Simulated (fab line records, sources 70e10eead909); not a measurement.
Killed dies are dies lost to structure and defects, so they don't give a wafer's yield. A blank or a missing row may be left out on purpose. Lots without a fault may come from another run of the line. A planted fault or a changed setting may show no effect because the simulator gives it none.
A struck lot beside a sound one | flow nand_harc | 16 steps out of a route of 1159
Sound: wafers L990.1, L990.3, L990.6. Struck: wafers L102.1, L102.4. The cause comes at the end.
At each step with rows: each side's tool, then ch and its chambers, then its first start. Under that, the readings that differ: sound wafers | struck wafers | difference of the means | sigmas: that difference in standard deviations of wafers without a fault.
alike: readings whose means differ by less than 2 such deviations, and words and numbers that are the same on both sides. not compared: withheld readings, readings that some wafer has no value for, bounds like >300 that may hide the same value, and numbers for which the record gives no deviation and whose values overlap.
The two part at a step that has a row with sigmas, a row that says differs or no value, or rows on one side only. Numbers that don't overlap but have no deviation are shown without sigmas and don't part them. A reading that every wafer of one side lacks parts them only if that side has two wafers or more.

first, 1 step without rows for these wafers: NHARC_P_STI_HARDBAKE_13 (time 65 s).
NHARC_P_STI_DESCUM_14: chemistry O2, time 3 s.
  sound on rie_diel-07 ch 0,1,3, day 2 17:25; struck on rie_diel-06 ch 1,2, day 5 19:12
  alike: drypump_motor_current_A, o2_flow_sccm, oes_product_au, rf_vpp_V, showerhead_plenum_p_Torr, throttle_valve_pct
  not compared: rf_hours_counter_h
NHARC_P_STI_ETCH_42: etches the open film in N2/H2, target depth 80 nm, overetch 24 nm, time 61 s.
  sound on rie_diel-07 ch 0,1,3, day 2 17:30; struck on rie_diel-06 ch 2,3, day 5 19:17
  alike: drypump_motor_current_A, oes_product_au, rf_vpp_V, showerhead_plenum_p_Torr, throttle_valve_pct
  not compared: rf_hours_counter_h
NHARC_P_STI_ETCH_31: etches the open film in CF4/CHF3, target depth 108.9 nm, time 54.5 s.
  sound on rie_diel-07 ch 1,2,3; struck on rie_diel-06 ch 1,3
  alike: cf4_flow_sccm, chf3_flow_sccm, drypump_motor_current_A, oes_product_au, rf_vpp_V, showerhead_plenum_p_Torr, throttle_valve_pct
  not compared: rf_hours_counter_h
NHARC_P_STI_ETCH_15: etches the open film in HBr/Cl2, target depth 300 nm, time 100.1 s.
  sound on rie_si-03 ch 1,2,3, day 2 17:41; struck on rie_si-03 ch 1,2, day 5 19:29
  alike: drypump_motor_current_A, oes_product_au, throttle_valve_pct
  not compared: rf_hours_counter_h
NHARC_P_STI_CD_MEAS_16:
  sound on cd_sem-03, day 2 17:53; struck on cd_sem-01, day 5 19:38
  alike: cd_nm
NHARC_P_STI_OCD_MEAS_17:
  sound on ocd-02, day 2 17:58; struck on ocd-02, day 5 19:44
  alike: trench_depth_nm, trench_foot_cd_nm
then, 3 steps without rows for these wafers: NHARC_P_STI_STRIP_19 (strips in SPM, time 900 s); NHARC_P_STI_PRECLEAN_32 (cleans in SC1); NHARC_P_STI_SRD_23.
NHARC_P_STI_OCD_MEAS_43:
  sound on ocd-01, day 2 18:28; struck on ocd-02, day 5 20:15
  alike: trench_depth_nm, trench_foot_cd_nm
then, 1 step without rows for these wafers: NHARC_P_STI_OXIDE_33 (material SiO2, target thk 10 nm, ox time 281 s).
NHARC_P_STI_HDPCVD_20: deposits SiO2.
  sound on hdpcvd-01 ch 0,1, day 3 00:14; struck on hdpcvd-01 ch 0, day 6 04:44
then, 1 step without rows for these wafers: NHARC_P_STI_ANNEAL_34 (time 1800 s).
NHARC_P_STI_CMP_21: polishes, t overpolish 20 s, target thk 380.67 nm.
  sound on cmp-01 ch 1,3, day 3 08:19; struck on cmp-01 ch 1,3, day 6 16:56
  reading              | sound                | struck        | difference | sigmas
  overpolish_run_s (s) | 19.989 20.009 19.981 | 20.009 20.013 | +0.018     | +2
  alike: motor_current_A
-- the record jumps here: 16 days lie between the struck wafers' starts before and after (it left off in module P_STI and takes up again in module END, whose first step shown is number 1159 of the route) --
NHARC_END_SORT_01:
  sound on prober-01 ch 0, day 19 12:47; struck on prober-02 ch 0, day 22 05:07
  reading             | sound    | struck                                            | difference                   | sigmas
  hold                | - - -    | await_dispo/1.4h/release await_dispo/1.4h/release | no value on the sound wafers |
  killed_at_periphery | 2 2 5    | 643 649                                           | +643                         | +99 or more
  killed_dies         | 24 21 37 | 677 677                                           | +650                         | +65
  alike: killed_at_array, killed_at_other, killed_open, killed_short

WHERE THEY PART
First at NHARC_P_STI_CMP_21; last, within this record, at NHARC_END_SORT_01.

WHY: what the simulator had put in
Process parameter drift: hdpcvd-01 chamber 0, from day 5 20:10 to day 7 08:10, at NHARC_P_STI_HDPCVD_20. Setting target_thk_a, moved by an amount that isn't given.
